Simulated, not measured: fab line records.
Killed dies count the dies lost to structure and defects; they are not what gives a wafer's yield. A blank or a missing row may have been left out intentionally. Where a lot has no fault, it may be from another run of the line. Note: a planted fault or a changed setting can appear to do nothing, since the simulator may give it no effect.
Lot-split experiment || flow n5 finfet || 7 lots, 21 wafers read, on a route of 1938 steps

== ABOUT THE SPLIT ==
At N5_MOL_CONTACT_COAG_EXPOSE_81 (exposes mask VG, defocus 0 nm), the setting dose mj was moved away from the recipe's 59.5 on 9 of the 21 wafers read, by -5.3% to +6.5%. This setting was run at the recipe's value on the other wafers.

== FROM THE SPLIT TO THE READING: what the file shows between them, 2 steps ==
- N5_MOL_CONTACT_COAG_PEB_82: peb time 60 s
- N5_MOL_CONTACT_COAG_DEVELOP_83: develop time 30 s

== THE READING ==
cd nm at N5_MOL_CONTACT_COAG_CD_MEAS_84, given in nm (cd target 25.1 nm). Fault-free wafers of this fab line usually give 25.04 nm, standard deviation 0.23 nm.

{"wafer": "L075.1", "tool, chamber at the split": "euv scanner-02, 0", "dose mj as run": 59.5, "against the recipe": "recipe", "cd nm, nm": 24.96, "against lot-mates on the recipe": "-"}
{"wafer": "L075.3", "tool, chamber at the split": "euv scanner-02, 0", "dose mj as run": 59.5, "against the recipe": "recipe", "cd nm, nm": 25.15, "against lot-mates on the recipe": "-"}
{"wafer": "L075.6", "tool, chamber at the split": "euv scanner-02, 0", "dose mj as run": 56.51, "against the recipe": "-5.0%", "cd nm, nm": 24.15, "against lot-mates on the recipe": -0.91}
{"wafer": "L076.2", "tool, chamber at the split": "euv scanner-02, 0", "dose mj as run": 63.38, "against the recipe": "+6.5%", "cd nm, nm": 26.53, "against lot-mates on the recipe": "no lot-mate on the recipe"}
{"wafer": "L076.4", "tool, chamber at the split": "euv scanner-02, 0", "dose mj as run": 63.38, "against the recipe": "+6.5%", "cd nm, nm": 26.33, "against lot-mates on the recipe": "no lot-mate on the recipe"}
{"wafer": "L076.6", "tool, chamber at the split": "euv scanner-02, 0", "dose mj as run": 63.38, "against the recipe": "+6.5%", "cd nm, nm": 26.79, "against lot-mates on the recipe": "no lot-mate on the recipe"}
{"wafer": "L084.2", "tool, chamber at the split": "euv scanner-01, 0", "dose mj as run": 56.35, "against the recipe": "-5.3%", "cd nm, nm": 24.06, "against lot-mates on the recipe": -1.07}
{"wafer": "L084.5", "tool, chamber at the split": "euv scanner-01, 0", "dose mj as run": 59.5, "against the recipe": "recipe", "cd nm, nm": 25.13, "against lot-mates on the recipe": "-"}
{"wafer": "L084.6", "tool, chamber at the split": "euv scanner-01, 0", "dose mj as run": 56.35, "against the recipe": "-5.3%", "cd nm, nm": 23.66, "against lot-mates on the recipe": -1.47}
{"wafer": "L085.2", "tool, chamber at the split": "euv scanner-02, 0", "dose mj as run": 59.5, "against the recipe": "recipe", "cd nm, nm": 25.11, "against lot-mates on the recipe": "-"}
{"wafer": "L085.4", "tool, chamber at the split": "euv scanner-02, 0", "dose mj as run": 59.5, "against the recipe": "recipe", "cd nm, nm": 25.32, "against lot-mates on the recipe": "-"}
{"wafer": "L085.6", "tool, chamber at the split": "euv scanner-02, 0", "dose mj as run": 59.5, "against the recipe": "recipe", "cd nm, nm": 25.25, "against lot-mates on the recipe": "-"}
{"wafer": "L089.3", "tool, chamber at the split": "euv scanner-02, 0", "dose mj as run": 59.5, "against the recipe": "recipe", "cd nm, nm": 24.90, "against lot-mates on the recipe": "-"}
{"wafer": "L089.5", "tool, chamber at the split": "euv scanner-02, 0", "dose mj as run": 59.5, "against the recipe": "recipe", "cd nm, nm": 24.70, "against lot-mates on the recipe": "-"}
{"wafer": "L089.6", "tool, chamber at the split": "euv scanner-02, 0", "dose mj as run": 59.5, "against the recipe": "recipe", "cd nm, nm": 24.41, "against lot-mates on the recipe": "-"}
{"wafer": "L091.2", "tool, chamber at the split": "euv scanner-01, 0", "dose mj as run": 56.82, "against the recipe": "-4.5%", "cd nm, nm": 24.17, "against lot-mates on the recipe": -0.78}
{"wafer": "L091.4", "tool, chamber at the split": "euv scanner-01, 0", "dose mj as run": 59.5, "against the recipe": "recipe", "cd nm, nm": 24.95, "against lot-mates on the recipe": "-"}
{"wafer": "L091.6", "tool, chamber at the split": "euv scanner-01, 0", "dose mj as run": 56.82, "against the recipe": "-4.5%", "cd nm, nm": 24.07, "against lot-mates on the recipe": -0.88}
{"wafer": "L097.1", "tool, chamber at the split": "euv scanner-01, 0", "dose mj as run": 63.33, "against the recipe": "+6.4%", "cd nm, nm": 26.15, "against lot-mates on the recipe": "+1.21"}
{"wafer": "L097.3", "tool, chamber at the split": "euv scanner-01, 0", "dose mj as run": 59.5, "against the recipe": "recipe", "cd nm, nm": 25.09, "against lot-mates on the recipe": "-"}
{"wafer": "L097.5", "tool, chamber at the split": "euv scanner-01, 0", "dose mj as run": 59.5, "against the recipe": "recipe", "cd nm, nm": 24.78, "against lot-mates on the recipe": "-"}

FIT RESULTS
A straight line over all 21 wafers: cd nm changes by +0.213 nm for each +1% of dose mj; r = +0.96; the points scatter about the line by 0.24 nm.
The same after taking each lot's own level away (the mean of its wafers on the recipe; 18 wafers): +0.203 nm for each +1%; r = +0.97; scatter 0.16 nm.
On that fit, the largest move of dose mj shifts the reading by 1.3 nm.
The lots' own levels span 24.670 to 25.227 nm, that is 2.4 times the standard deviation above.
Hence the lot-to-lot level has little effect on the slope; both slopes agree.
Check: for one of the wafers moved furthest among these (+6.4%), held out of the fit, the line's prediction against its lot-mates is +1.35 nm. Against them it came out at +1.21 nm.

== THE FILE'S OWN FIT ==
cd nm changes by +0.198 nm for each +1% of dose mj, r = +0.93.
